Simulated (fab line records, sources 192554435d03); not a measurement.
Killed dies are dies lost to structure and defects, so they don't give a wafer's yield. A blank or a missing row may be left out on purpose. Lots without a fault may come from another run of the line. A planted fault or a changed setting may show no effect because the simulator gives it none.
fab line records | flow n5_finfet
record lots=5 wafers=12 last_day=16
route steps=1938 shown FIN_SAQP@104 BEOL_M4@1111 PASSIVATION@1936
lots that met no fault: from a run of the same line without faults
start_h: hours from the record's first day to the start of the lot's first wafer shown | wait_h: hours since the lot's step before | " the same as in the row above | L1.1+2: a row that stands for several wafers | - no value, or no start given | * or withheld: withheld | < > ~ a bound
route shown NAME@n: a module of which the file shows steps, and the number in the route of the first | usual: mean/standard deviation of fault-free wafers | same: alike in all rows | chamber/n: place in a boat | sites: the reading at each site | _std_site: their standard deviation | _edge_site: outer sites' mean less inner sites' | radius_mm: how far each site lies from the wafer's centre | mask NAME#n: copy n | behind: the tool/chamber that last shaped the wafer | hold: why the lot was held/for how many hours/how that ended | device: the transistor (n, p or np) that didn't switch | end of line: the same wafers' tests at the end of the route | a step without rows: its recipe alone | killed: dies lost to structure and defects at the first sort, not the wafer's yield | map: a wafer's dies, x killed, . not, _ none there
set.NAME: the setting as run; set.NAME@STEP: as run at that earlier step | model.NAME: the simulator's own value behind a step, which no gauge read
lots at some steps of the route; a table a step, a row a wafer
services: from which hour (start_h, from the record's first day; less than 0 if before it) a tool's chamber was out of use, for how many hours, and why
## steps
# step N5_FIN_SAQP_COAT_50
# recipe resist=SiARC temp_c=220 time_s=60 spin_rpm=1500 resist_thk_nm=35
# step N5_FIN_SAQP_COAT_10
# recipe resist=CAR-ArF spin_rpm=1500 resist_thk_nm=90
# step N5_FIN_SAQP_EBR_12
# recipe solvent=PGMEA ebr_width_mm=1.5
# step N5_FIN_SAQP_SOFTBAKE_11
# recipe temp_c=110 time_s=60 resist=CAR-ArF
# step N5_FIN_SAQP_EXPOSE_13
# recipe mask_id=FIN_CORE na=1.35 source_shape=dipole sigma_inner=0.538 sigma_outer=0.738 polarization=te target_cd_nm=35.6 dose_mj=63.25
# step N5_FIN_SAQP_PEB_14
# recipe peb_temp_c=withheld peb_time_s=60 resist=CAR-ArF
# step N5_FIN_SAQP_DEVELOP_15
# recipe develop_time_s=30 developer=TMAH resist=CAR-ArF dev_temp_c=23 rinse_liquid=diw dry=air_spin
# step N5_FIN_SAQP_DESCUM_21
# recipe chemistry=O2 time_s=7.9 source_power_w=50 bias_power_w=20 pressure_mtorr=20 rf_frequency_hz=2.712e+07 temp_c=40 resist=CAR-ArF o2_flow_sccm=225
# step N5_FIN_SAQP_ETCH_51
# recipe chemistry=CF4 target=SiARC target_depth_a=455 mask_material=CAR-ArF time_s=75.8 ion_energy_ev=80 pressure_mtorr=40 source_w=545 bias_w=36 Ar_flow_sccm=100 cf4_flow_sccm=100 ends=cleared
# step N5_FIN_SAQP_ETCH_52
# recipe chemistry=N2/H2 target=SOC target_depth_a=1000 overetch_a=200 mask_material=SiARC temp_c=40 time_s=150 ion_energy_ev=200 pressure_mtorr=30 source_w=840 bias_w=150 n2_flow_sccm=200 h2_flow_sccm=200 ends=end_point
# usual drypump_motor_current_A=5.8/0.39 oes_product_au=0.69/0.076 rf_vpp_V=524.4/2.9 showerhead_plenum_p_Torr=2.56/0.1 temp_c=40.00/0.12 throttle_valve_pct=17.81/0.29
# columns lot.wafer tool chamber start_h wait_h drypump_motor_current_A oes_product_au rf_hours_counter_h rf_vpp_V showerhead_plenum_p_Torr temp_c throttle_valve_pct model.etch.depth_nm model.SiARC_of_FIN_SAQP_COAT_50.thk_nm
L393.3 rie_diel-04 2 28.14 0.0 5.5 0.68 132 520.0 2.45 40.06 17.77 100.8 28.98
L393.4 " 1 " " 6.1 0.86 7 527.0 2.61 39.99 17.53 100.7 29.2
L393.5 " 0 " " 6.4 0.68 - 526.8 2.61 40.19 18.30 100.9 29.34
L404.2 rie_diel-04 0 94.94 0.0 6.4 0.58 208 526.8 2.60 40.04 18.32 80.2 31.23
L404.6 " 3 " " 5.7 0.56 - 527.5 2.62 39.99 17.92 81.79 31.04
L405.4 rie_diel-04 1 99.80 0.0 6.1 0.80 32 524.3 2.60 40.07 17.59 99.99 29.06
L405.6 " 2 " " 5.5 0.59 - 521.9 2.45 39.87 17.80 79.72 31.2
L407.1 rie_diel-03 1 112.65 0.0 5.8 0.83 6 523.5 2.62 40.12 17.98 99.74 28.95
L407.2 " 0 " " 5.8 0.65 189 527.1 2.62 39.93 17.41 99.83 29.22
L407.5 " 0 " " 5.8 0.65 - 527.2 2.62 40.20 17.38 100.1 29.18
L408.5 rie_diel-04 1 118.94 0.0 6.1 0.78 - 526.1 2.60 40.08 17.62 99.8 29.36
L408.6 " 2 " " 5.5 0.58 - 521.6 2.44 39.92 17.80 79.09 31.25
# step N5_FIN_SAQP_STRIP_53
# recipe chemistry=N2/H2 temp_c=40 n2_flow_sccm=200 h2_flow_sccm=200 rf_frequency_hz=6e+07
# step N5_FIN_SAQP_HM_OPEN_73
# recipe chemistry=CHF3/O2 target=SiO2 stop_on=a-Si target_depth_a=120 over_etch_frac=1.8 mask_material=SOC time_s=16.8 pressure_mtorr=30 source_w=650 bias_w=170 Ar_flow_sccm=200 CHF3_flow_sccm=50 O2_flow_sccm=5 ion_energy_ev=200 ends=end_point
# usual drypump_motor_current_A=5.8/0.39 oes_o_777_au=0.77/0.085 oes_product_au=0.46/0.052 rf_vpp_V=526/11 showerhead_plenum_p_Torr=2.42/0.09 throttle_valve_pct=18.80/0.28
# same over_etch_frac=1.8
# columns lot.wafer tool chamber start_h wait_h drypump_motor_current_A oes_o_777_au oes_product_au rf_hours_counter_h rf_vpp_V showerhead_plenum_p_Torr throttle_valve_pct model.SiARC_of_FIN_SAQP_COAT_50.thk_nm
L393.3 rie_diel-04 2 28.25 0.0 5.5 0.78 0.45 132 543 2.32 18.70 4.563
L393.4 " 1 " " 6.1 0.96 0.57 7 528 2.46 18.50 4.765
L393.5 " 0 " " 6.4 0.74 0.44 - 511 2.51 19.41 5.92
L404.2 rie_diel-04 0 95.05 0.0 6.4 0.73 0.40 208 511 2.50 19.46 7.716
L404.6 " 3 " " 5.7 0.73 0.41 - 531 2.47 18.93 6.531
L405.4 rie_diel-04 1 99.91 0.0 6.1 0.89 0.53 32 528 2.45 18.55 4.537
L405.6 " 2 " " 5.5 0.76 0.39 - 539 2.31 18.72 7.089
L407.1 rie_diel-03 1 112.76 0.0 5.8 0.90 0.55 6 529 2.45 18.74 4.748
L407.2 " 0 " " 5.8 0.73 0.43 190 537 2.50 18.47 5.682
L407.5 " 0 " " 5.8 0.73 0.44 - 537 2.49 18.49 5.675
L408.5 rie_diel-04 1 119.02 0.0 6.1 0.88 0.53 - 529 2.45 18.57 4.944
L408.6 " 2 " " 5.4 0.76 0.38 - 541 2.31 18.72 7.021
# step N5_FIN_SAQP_STRIP_74
# recipe chemistry=CHF3/O2 resist=SiARC rf_frequency_hz=6e+07
# step N5_FIN_SAQP_MANDREL_ETCH_22
# recipe target_depth_a=600 chemistry=HBr/Cl2 target=a-Si stop_on=SiNx bt_time_s=10 over_etch_frac=0.5 time_s=30 pressure_mtorr=10 icp_w=800 bias_w=75 HBr_flow_sccm=150 Cl2_flow_sccm=80 ends=end_point
# usual drypump_motor_current_A=5.7/0.33 oes_product_au=0.771/0.013 throttle_valve_pct=35.37/0.18
# same over_etch_frac=0.5
# columns lot.wafer tool chamber start_h wait_h drypump_motor_current_A oes_product_au rf_hours_counter_h throttle_valve_pct
L393.3 rie_si-03 2 28.33 0.0 5.3 0.757 7 35.42
L393.4 " 3 " " 6.1 0.780 7 35.17
L393.5 " 1 " " 6.0 0.779 - 35.31
L404.2 rie_si-03 2 95.13 0.0 5.3 0.389 9 36.20
L404.6 " 3 " " 6.0 0.542 - 35.68
L405.4 rie_si-03 1 100.00 0.0 6.0 0.776 68 35.30
L405.6 " 1 " " 6.0 0.363 - 36.17
L407.1 rie_si-03 1 112.84 0.0 6.0 0.768 68 35.33
L407.2 " 3 " " 6.0 0.760 8 35.22
L407.5 " 0 " " 5.5 0.779 - 35.28
L408.5 rie_si-03 0 119.12 0.1 5.5 0.778 - 35.26
L408.6 " 1 " " 6.0 0.351 - 36.19
# step N5_FIN_SAQP_STRIP_55
# recipe chemistry=N2/H2 power_w=500 temp_c=40 pressure_mtorr=50 rf_frequency_hz=6e+07 overash_fraction=0.3 bias_power_w=28 h2_frac=0.5 n2_flow_sccm=300 h2_flow_sccm=300
# step N5_FIN_SAQP_STRIP_23
# recipe chemistry=SPM time_s=750 temp_c=130 h2so4_h2o2_vol_ratio=4
# step N5_FIN_SAQP_SRD_66
# recipe dry=ipa_marangoni time_s=30 temp_c=23 rinse_liquid=diw
# step N5_FIN_SAQP_RECESS_75
# recipe chemistry=HF/NH3 target=SiO2 target_depth_a=144 afs_cycles=3 temp_c=30 sublimation_temp_c=180 sublimation_time_s=60
# step N5_FIN_SAQP_SPACER1_ALD_24
# recipe material=SiO2 target_thk_a=203 temp_c=300 ald_precursor_family=BDEAS ald_co_reactant=O2-plasma pulse_time_s=1 purge_time_s=2 co_reactant_purge_time_s=2 ald_cycles=218 pressure_torr=2
# step N5_FIN_SAQP_SPACER1_ETCHBACK_25
# recipe chemistry=CHF3/O2 mode=anisotropic_etchback target=SiO2 target_depth_a=244 time_s=12.2 pressure_mtorr=30 source_w=650 bias_w=170 Ar_flow_sccm=200 CHF3_flow_sccm=50 O2_flow_sccm=5 ion_energy_ev=200
# usual drypump_motor_current_A=5.8/0.3 oes_o_777_au=0.76/0.082 oes_product_au=0.76/0.086 rf_vpp_V=524/13 showerhead_plenum_p_Torr=2.42/0.079 throttle_valve_pct=18.9/0.31
# same time_s=12.2
# columns lot.wafer tool chamber start_h wait_h drypump_motor_current_A oes_o_777_au oes_product_au rf_hours_counter_h rf_vpp_V showerhead_plenum_p_Torr throttle_valve_pct
L393.3 rie_diel-04 3 30.22 0.4 5.7 0.75 0.73 195 533 2.48 19.0
L393.4 " 1 " " 6.1 0.95 0.95 7 529 2.46 18.6
L393.5 " 1 " " 6.1 0.95 0.96 - 528 2.46 18.6
L404.2 rie_diel-03 2 97.11 0.4 5.9 0.70 0.29 208 508 2.30 18.7
L404.6 " 0 " " 5.8 0.74 0.33 - 537 2.50 18.4
L405.4 rie_diel-03 2 102.09 0.4 5.9 0.71 0.70 209 508 2.30 18.8
L405.6 " 0 " " 5.8 0.73 0.28 - 535 2.50 18.4
L407.1 rie_diel-05 0 114.45 0.4 6.6 0.83 0.83 82 530 2.53 18.9
L407.2 " 1 " " 5.6 0.68 0.72 183 532 2.30 18.8
L407.5 " 1 " " 5.6 0.69 0.72 - 530 2.30 18.8
L408.5 rie_diel-04 3 120.74 0.2 5.7 0.72 0.70 - 531 2.47 19.0
L408.6 " 0 " " 6.4 0.72 0.27 - 510 2.49 19.4
# step N5_FIN_SAQP_MANDREL1_REMOVE_56
# recipe chemistry=HBr/Cl2/O2 bt_time_s=10 target=a-Si stop_on=SiNx endpoint=OES-SiCl over_etch_frac=1 icp_w=600 bias_w=22 HBr_flow_sccm=150 Cl2_flow_sccm=80 O2_flow_sccm=5 pressure_mtorr=10
# usual drypump_motor_current_A=5.6/0.32 oes_o_777_au=0.98/0.035 oes_product_au=1.003/0.013 throttle_valve_pct=36.80/0.21
# same over_etch_frac=1
# columns lot.wafer tool chamber start_h wait_h drypump_motor_current_A oes_o_777_au oes_product_au rf_hours_counter_h throttle_valve_pct
L393.3 rie_si-05 1 30.31 0.1 5.9 0.96 1.010 116 36.71
L393.4 " 3 " " 5.3 0.97 1.008 77 36.51
L393.5 " 2 " " 5.5 1.05 1.008 - 36.79
L404.2 rie_si-03 2 97.20 0.1 5.3 0.95 0.508 9 36.78
L404.6 " 0 " " 5.5 0.99 0.692 - 36.60
L405.4 rie_si-02 2 102.18 0.1 5.7 0.92 0.991 6 37.12
L405.6 " 3 " " 5.6 1.02 0.446 - 36.86
L407.1 rie_si-02 2 114.54 0.1 5.8 0.92 0.991 6 37.11
L407.2 " 3 " " 5.6 1.01 1.003 2 36.84
L407.5 " 2 " " 5.8 0.92 0.989 - 37.13
L408.5 rie_si-02 2 120.83 0.1 5.8 0.91 0.991 - 37.11
L408.6 " 1 " " 5.2 0.96 0.420 - 36.71
# step N5_FIN_SAQP_CD_MEAS_27
# recipe target_cd_nm=20 landing_energy_ev=1000 detector=se_inlens polarity=line
# usual cd_nm=20.33/0.24
# columns lot.wafer tool chamber start_h wait_h cd_nm
L393.3 cd_sem-03 0 30.42 0.1 20.38
L393.4 " 0 " " 20.55
L393.5 " 0 " " 20.42
L404.2 cd_sem-03 0 97.31 0.1 -
L404.6 " 0 " " -
L405.4 cd_sem-01 0 102.30 0.1 20.12
L405.6 " 0 " " -
L407.1 cd_sem-02 0 114.65 0.1 20.50
L407.2 " 0 " " 20.11
L407.5 " 0 " " 20.27
L408.5 cd_sem-02 0 120.92 0.0 20.25
L408.6 " 0 " " -
# step N5_FIN_SAQP_ETCH_57
# recipe chemistry=CH3F/O2 target=SiNx mask_material=SiO2 target_depth_a=325 time_s=46.4 pressure_mtorr=30 source_w=395 bias_w=73 Ar_flow_sccm=150 CH3F_flow_sccm=30 O2_flow_sccm=20 ion_energy_ev=120 ends=cleared
# step N5_FIN_SAQP_ETCH_65
# recipe chemistry=CF4 target=SiO2 target_depth_a=40 ion_energy_ev=350 time_s=4.4 pressure_mtorr=10 icp_w=800 bias_w=400 cf4_flow_sccm=80
# step N5_FIN_SAQP_MANDREL_ETCH_58
# recipe chemistry=HBr/Cl2 target=a-Si target_depth_a=450 bt_time_s=10 stop_on=SiNx mask_material=SiO2 over_etch_frac=0.8 time_s=27 pressure_mtorr=10 icp_w=800 bias_w=75 HBr_flow_sccm=150 Cl2_flow_sccm=80 ends=end_point
# step N5_FIN_SAQP_RECESS_63
# recipe chemistry=HF/NH3 target=SiO2 target_depth_a=180 afs_cycles=3 temp_c=30 sublimation_temp_c=180 sublimation_time_s=60
# step N5_FIN_SAQP_COAT_68
# recipe resist=SOC temp_c=250 time_s=60 spin_rpm=1500 resist_thk_nm=100
# step N5_FIN_SAQP_ETCH_69
# recipe chemistry=N2/H2 target=SOC target_depth_a=1500 stop_on=SiNx ion_energy_ev=100 bias_w=61 pressure_mtorr=30 source_w=850 n2_flow_sccm=200 h2_flow_sccm=200
# step N5_FIN_SAQP_ETCH_67
# recipe chemistry=CH3F/O2 target=SiNx target_depth_a=300 mask_material=SOC pressure_mtorr=30 source_w=395 bias_w=73 Ar_flow_sccm=150 CH3F_flow_sccm=30 O2_flow_sccm=20 ion_energy_ev=120
# step N5_FIN_SAQP_STRIP_70
# recipe chemistry=N2/H2 power_w=500 temp_c=40 pressure_mtorr=50 rf_frequency_hz=6e+07 overash_fraction=0.3 bias_power_w=28 h2_frac=0.5 n2_flow_sccm=300 h2_flow_sccm=300
# step N5_FIN_SAQP_RECESS_71
# recipe chemistry=HF/NH3 target=SiO2 target_depth_a=30 afs_cycles=1 temp_c=30 sublimation_temp_c=180 sublimation_time_s=60
# step N5_FIN_SAQP_SPACER2_ALD_28
# recipe material=SiO2 target_thk_a=81 temp_c=300 ald_precursor_family=BDEAS ald_co_reactant=O2-plasma pulse_time_s=1 purge_time_s=2 co_reactant_purge_time_s=2 pressure_torr=2
# step N5_FIN_SAQP_SPACER2_ETCHBACK_29
# recipe chemistry=CHF3/O2 mode=anisotropic_etchback target=SiO2 target_depth_a=122 time_s=6.1 pressure_mtorr=30 source_w=650 bias_w=170 Ar_flow_sccm=200 CHF3_flow_sccm=50 O2_flow_sccm=5 ion_energy_ev=200
# step N5_FIN_SAQP_MANDREL2_REMOVE_60
# recipe chemistry=HBr/Cl2/O2 bt_time_s=10 target=a-Si stop_on=SiNx endpoint=OES-SiCl over_etch_frac=1 icp_w=600 bias_w=22 HBr_flow_sccm=150 Cl2_flow_sccm=80 O2_flow_sccm=5 pressure_mtorr=10
# step N5_FIN_SAQP_HM_OPEN_33
# recipe chemistry=CH3F/O2 target=SiNx mask_material=SiO2 target_depth_a=494 time_s=70.6 pressure_mtorr=30 source_w=395 bias_w=73 Ar_flow_sccm=150 CH3F_flow_sccm=30 O2_flow_sccm=20 ion_energy_ev=120 ends=cleared
# step N5_FIN_SAQP_ETCH_34
# recipe chemistry=C4F6/O2 target=SiO2 target_depth_a=450 time_s=15 ion_energy_ev=250 pressure_mtorr=30 source_w=345 bias_w=185 Ar_flow_sccm=300 C4F6_flow_sccm=10 O2_flow_sccm=10 ends=cleared
# step N5_FIN_SAQP_STRIP_77
# recipe chemistry=N2/H2 time_s=90 power_w=100 temp_c=40 pressure_mtorr=100 rf_frequency_hz=6e+07 bias_power_w=3 n2_flow_sccm=300 h2_flow_sccm=300
# step N5_FIN_SAQP_INSPECT_40
# recipe inspect_instrument=brightfield mode=aei
# usual raw_defect_count=243/78
# columns lot.wafer tool chamber start_h wait_h raw_defect_count
L393.3 defect_inspect-01 - 32.73 0.0 229
L393.4 " - " " 266
L393.5 " - " " 249
L404.2 defect_inspect-02 - 99.62 0.0 1018
L404.6 " - " " 1354
L405.4 defect_inspect-02 - 104.55 0.0 194
L405.6 " - " " 943
L407.1 defect_inspect-01 - 116.91 0.0 383
L407.2 " - " " 386
L407.5 " - " " 388
L408.5 defect_inspect-01 - 124.01 0.0 200
L408.6 " - " " 975
# step N5_BEOL_M4_RC_MEAS_101
# usual DIBL_N=36.5/1.8 DIBL_P=36.5/2.1 IOFF_N=0.17/0.031 IOFF_P=0.22/0.036 ION_N=677/11 ION_P=463/8 SS_N=71.6/0.61 SS_P=73.3/0.63 VT_N=249/3.1 VT_P=-250/3.3
# columns lot.wafer tool chamber start_h wait_h DIBL_N[mV/V] DIBL_P[mV/V] IOFF_N[nA/um] IOFF_P[nA/um] ION_N[uA/um] ION_P[uA/um] SS_N[mV/dec] SS_P[mV/dec] VT_N[mV] VT_P[mV]
L393.3 prober-01 0 176.51 0.3 39.0 39.2 0.22 0.24 690 465 72.4 74.2 241 -251
L393.4 " 0 " " 38.3 38.6 0.21 0.24 687 470 71.9 74.9 243 -251
L393.5 " 0 " " 38.2 38.3 0.21 0.22 696 466 71.7 73.3 243 -250
L405.4 prober-02 0 247.91 0.5 37.4 38.5 0.19 0.22 699 468 71.8 74.9 246 -252
L407.1 prober-01 0 264.95 0.0 37.3 38.1 0.18 0.22 677 459 71.7 73.4 247 -250
L407.2 " 0 " " 35.7 36.1 0.14 0.18 670 457 72.3 73.2 253 -253
L407.5 " 0 " " 37.8 38.8 0.19 0.23 675 458 71.7 73.5 246 -251
L408.5 prober-01 0 272.08 0.6 37.0 36.9 0.16 0.21 677 463 71.9 72.8 251 -249
# step N5_PASSIVATION_PROBE_49
# usual defect_limited_yield=91.4/1.5 killed_at_M0_to_M3=35/11 killed_at_M4_up=16/7 killed_at_contacts=11/5.3 killed_at_front_end=37/11 killed_at_other=3.1/2.8 killed_dies=102/18 killed_on_rim=13/3.7 killed_open=69/15 killed_short=31/7.8 sort_bin_5_function=5.1/1.1 sort_bin_6_memory=3.2/0.69 sort_n_pass=1078/18 sort_yield_pct=91.4/1.5
# same gross_dies=1180 killed_at_back_side=0 sort_bin_4_leakage[%]=0 sort_bin_8_speed[%]=0
# columns lot.wafer tool chamber start_h wait_h defect_limited_yield[%] killed_at_M0_to_M3 killed_at_M4_up killed_at_contacts killed_at_front_end killed_at_other killed_dies killed_on_rim killed_open killed_short sort_bin_5_function[%] sort_bin_6_memory[%] sort_n_pass sort_yield_pct[%]
L405.4 prober-02 - 350.94 0.2 91.5 36 26 13 22 3 100 18 67 33 4.7 3.6 1080 91.5
L405.6 prober-02 - 351.04 0.3 1.8 53 16 6 1084 0 1159 140 77 29 94.2 3.8 21 1.8
L404.2 prober-02 - 352.69 0.1 2.5 42 11 13 1081 3 1150 152 84 22 94.0 3.4 30 2.5
L404.6 prober-02 - 352.89 0.3 14.8 45 17 9 932 2 1005 145 79 34 81.4 3.5 175 14.8
L408.6 prober-02 - 380.90 0.3 0.3 34 18 6 1115 3 1176 148 73 27 96.9 2.6 4 0.3
# killed by level:class
L405.4 BEOL_M4:geometric_particle:open=13 MOL_CONTACT_COAG:geometric_particle:open=11 FIN_SAQP:geometric_particle:short=7 BEOL_M1:geometric_particle:open=7 BEOL_M3:geometric_particle:open=7 BEOL_M0_SAQP:geometric_particle:short=6 BEOL_M0_SAQP:geometric_particle:open=5 BEOL_M5:geometric_particle:open=5
L405.6 FIN_SAQP:area_etch=1053 BEOL_M1:geometric_particle:open=16 BEOL_M2:geometric_particle:open=12 FIN_SAQP:geometric_particle:open=8 BEOL_M0_SAQP:geometric_particle:short=8 FIN_SAQP:geometric_particle:short=6 BEOL_M3:geometric_particle:open=6 BEOL_M4:geometric_particle:open=6
L404.2 FIN_SAQP:area_etch=1044 MOL_CONTACT_COAG:geometric_particle:open=13 BEOL_M2:geometric_particle:open=12 STI_FIN_REVEAL:geometric_particle:open=11 BEOL_M1:geometric_particle:open=10 BEOL_M3:geometric_particle:open=6 FIN_SAQP:geometric_particle:short=5 BEOL_M0_SAQP:geometric_particle:open=5
L404.6 FIN_SAQP:area_etch=885 STI_FIN_REVEAL:geometric_particle:open=17 BEOL_M3:geometric_particle:open=13 BEOL_M2:geometric_particle:open=11 MOL_CONTACT_COAG:geometric_particle:open=7 BEOL_M0_SAQP:geometric_particle:short=7 BEOL_M4:geometric_particle:open=6 STI_FIN_REVEAL:geometric_particle:short=5
L408.6 FIN_SAQP:area_etch=1076 BEOL_M3:geometric_particle:open=14 BEOL_M4:geometric_particle:open=14 FIN_SAQP:geometric_particle:short=10 FIN_SAQP:geometric_particle:open=9 DUMMY_GATE:geometric_particle:open=9 BEOL_M1:geometric_particle:open=4 STARTING-WAFER:geometric_particle:open=4
# map L404.2 (x killed, . not)
_________________xxxxxxxxxxxx________________
______________xxxxxxxxxxxxxxxxxx_____________
___________xxxxxxxxxxxxxxxxxxxxxxxx__________
__________xxxxxxxxxxxxxxxxxxxxxxxxxx_________
________xxxxxxxxxxxxxxxxxxxxxxxxxxxxxx_______
_______xxxxxxxxxxxxxxxxxxxxxxxxxxxxxxxx______
______xxxxxxxxxxxxxxxxxxxxxxx.xxxxxxxxxx_____
_____xxxxxxxxxxxxxxxxxxxxx.xxxxxxxxxxxxxx____
____xxxxxxxxxxxxxxxxxxxxxxxxxxxxxxxxxxxxxx___
___xxxxxxxxxxxxxxxxxxxxxxxxxxxxxxxxxxxxxxxx__
___xxxxxxxxxxxxxxxxxxxxxxxxxxxxxxxxxxxxxxxx__
__xxxxxxxxxxx.xxxxxxxxxxxxxxxxxxxxxxxxxxxxxx_
__xxxxxxxxxxxxxxxxxxxxxx.x.xxxxxxxxxxxxxxxxx_
_xxxxxxxxxxxxxxxx..xxxx...xxxxxxxxxxxxxxx.xxx
_xxxxxxxxxxxxxxx.x.xxxx.x.xxxxxxxxxxxxxxxxxxx
_xxxxxxxxxxxxxxxxxxxxxx.xxxxxxxxxxxxxxxxx.xxx
_xxxxxxxxxxxxxxxxxxxxxxxxxxxxxxx.xxx..xxxxxxx
_xxxxxxxxxxxxxxxxxxxxxxxxxxxxxxx.x..xxxxxxxxx
_xxxxxxxxxxxxxxxxxxxxxxxxxxxxxxxxxxxxxxxxxxxx
_xxxxxxxxxxxxxxxxxxxxxxxxxxxxxxxxxxxxxxxxxxxx
_xxxxxxxxxxxxxxxxxxxxxxx.xxxxxxxxxxxxxxxxxxxx
__xxxxxxxxxxxxxxxxxxx..x.xxxxxxxxxxxxxxxxxxx_
__xxxxxxxxxxxxxxxxxxxxxxxxxxxxxxxxxx.xxxxxxx_
___xxxxxxxxxxxxxxxxxxxxxxxxxxxxxxxxxxxxxxxx__
___xxxxxxxxxxxxxxxxxxxxxxxxxxxxxxxxx.xxxxxx__
____xxxxxxxxxxxxxxxxxxxxxxxxxxxxxxxxxxxxxx___
_____xxxxxxxxxxxxxxxxxxxxxxxxxxxxxxxxxxxx____
______xxxxxxxxxxxxxxxxxxxxxxxx.xxxxxxxxx_____
_______xxxxxxxxxxxxxxxxxxxxxxxxxxxxxxxx______
________xxxxxxxxxxxxxxxxxxxxxxxxxxxxxx_______
__________xxxxxxxxxxxxxxxxxxxxxxxxxx_________
___________xxxxxxxxxxxxxxxxxxxxxxxx__________
______________xxxxxxxxxxxxxxxxxx_____________
_________________xxxxxxxxxxxx________________
# map L405.6 (x killed, . not)
_________________xxxx.xxxxxxx________________
______________xxxxxxxxxxxxxx.x.._____________
___________xxxxxxxxxxxxxxxxxxxxxxx.__________
__________xxxxxxxxxxxxxxxxxxx.xxx.xx_________
________xxxxxxxxxxxxxxxxxxxxxxxxxxxxx._______
_______xxxxxxxxxxxxxxxxxxxxxxxxx.xxxxx.______
______xxxxxxxxxxxxxxxxxxxxxxxxxxxxxxxxxx_____
_____xxxxxxxxxxxxxxxxxxxxxxxxxxxxxxxxxxxx____
____xxxxxxxxxxxxxxxxxxxxxxxxxxxxxxxxxxxxxx___
___xxxxxxxxxxxxxxxxxxxxxxxxxxxxxxxxxxxxxxxx__
___xxxxxxxxxxxxxxxxxxxxxxxxxxxxxxxxxxxxxxxx__
__xxxxxxxxxxxxxxxxxxxxxxxxxxxxxxxxxxxxxxxxxx_
__xxxxxxxxxxxxxxxxxxxxxxxxxxxxxxxxxxxxxxxxxx_
_xxxxxxxxxxxxxxxxxxxxxxxxxxxxxxxxxxxxxxxxxxxx
_xxxxxxxxxxxxxxxxxxxxxxxxxxxxxxxxxxxxxxxxxxxx
_xxxxxxxxxxxxxxxxxxxxxxxxxxxxxxxxxxxxxxxxxxxx
_xxxxxxxxxxxxxxxxxxxxxxxxxxxxxxxxxxxxxxxxxxxx
_xxxxxxxxxxxxxxxxxxxxxxxxxxxxxxxxxxxxxxxxxxxx
_xxxxxxxxxxxxxxxxxxxxxxxxxxxxxxxxxxxxxxxxxxxx
_xxxxxxxxxxxxxxxxxxxxxxxxxxxxxxxxxxxxxxxxxxxx
_xxxxxxxxxxxxxxxxxxxxxxxxxxxxxxxxxxxxxxxxxxxx
__xxxxxxxxxxxxxxxxxxxxxxxxxxxxxxxxxxxxxxxxxx_
__xxxxxxxxxxxxxxxxxxxxxxxxxxxxxxxxxxxxxxxxxx_
___xxxxxxxxxxxxxxxxxxxxxxxxxxxxxxxxxxxxxxxx__
___xxxxxxxxxxxxxxxxxxxxxxxxxxxxxxxxxxxxxxxx__
____xxxxxxxxxxxxxxxxxxxxxxxxxx..xxxxxxx..x___
_____xxxxxxxxxxxxxxxxxxxxxxxxxxx..xxxxxxx____
______xxxxxxxxxxxxxxxxxxxxxxxxxxxxxxxx.._____
_______xxxxxxxxxxxxxxxxxxxxxxxxxxxxxxx.______
________xxxxxxxxxxxxxxxxxxxxxxx.xxxxx._______
__________xxxxxxxxxxxxxxxxxxxxxxxxxx_________
___________xxxxxxxxxxxxxxxxxxxxxxxx__________
______________xxxxxxxxxxxxxxxxxx_____________
_________________xxxxxxxxxxxx________________
## services
# columns tool chamber start_h hours kind
rie_si-03 0 14.36 7.6 repair
rie_diel-04 2 32.91 5.1 repair
rie_diel-05 - 34.27 1.2 repair
rie_si-05 2 35.47 5.0 repair
rie_diel-03 3 39.36 40.4 repair
rie_si-02 - 53.08 14.6 pm
rie_diel-04 2 53.58 6.0 repair
rie_si-02 - 67.68 2.8 pm
rie_si-03 3 76.56 1.9 repair
rie_diel-03 1 79.73 - clean
rie_diel-03 1 79.73 - consumable_replace:focus_ring
rie_diel-03 1 79.73 17.7 scheduled_down
rie_diel-03 1 79.73 17.7 vent_cycle
rie_diel-05 2 91.55 11.1 repair
rie_diel-03 3 102.45 - clean
rie_diel-03 3 102.45 - consumable_replace:focus_ring
rie_diel-03 3 102.45 19.2 scheduled_down
rie_diel-03 3 102.45 19.2 vent_cycle
rie_diel-05 2 102.69 - clean
rie_si-02 0 111.82 - clean
rie_si-02 0 111.82 17.1 scheduled_down
rie_si-02 0 111.82 17.1 vent_cycle
rie_si-05 0 116.44 2.3 repair
rie_diel-03 - 118.04 2.8 pm
## key
first_sign step=N5_FIN_SAQP_MANDREL_ETCH_22 reading=oes_product_au direction=down sigmas=27 usual=0.771 struck=0.411
effect step=N5_FIN_SAQP_SPACER1_ETCHBACK_25 reading=oes_product_au direction=down sigmas=5.4 usual=0.76 struck=0.29
effect step=N5_FIN_SAQP_MANDREL1_REMOVE_56 reading=oes_product_au direction=down sigmas=38 usual=1.003 struck=0.517
effect step=N5_FIN_SAQP_CD_MEAS_27 reading=cd_nm direction=missing
effect step=N5_FIN_SAQP_INSPECT_40 reading=raw_defect_count direction=up sigmas=11 usual=243 struck=1072
effect step=N5_PASSIVATION_PROBE_49 reading=killed_at_front_end direction=up sigmas=93 usual=37 struck=1053
model_effect step=N5_FIN_SAQP_ETCH_52 value=etch.depth_nm without=100 struck=80.2
model_effect step=N5_FIN_SAQP_HM_OPEN_73 value=SiARC_of_FIN_SAQP_COAT_50.thk_nm without=5.089 struck=7.089
more_kills_born_at N5_FIN_SAQP_ETCH_52@rie_diel-04=4058
met_at N5_FIN_SAQP_ETCH_52
struck_wafers L404.2,L404.6,L405.6,L408.6
later_rows_left_out L404.2,L404.6,L405.6,L408.6
onset_between 28.14 94.94
fault kind=process_parameter_drift tool=rie_diel-04 chamber=- onset_h=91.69 steps=N5_FIN_SAQP_ETCH_52 channel=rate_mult offset=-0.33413 shape=step end_h=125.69 scope=struck_wafers_only
# later_rows_left_out: the simulator's readings of these wafers behind a module that went badly wrong aren't trusted and aren't shown, but for the sort
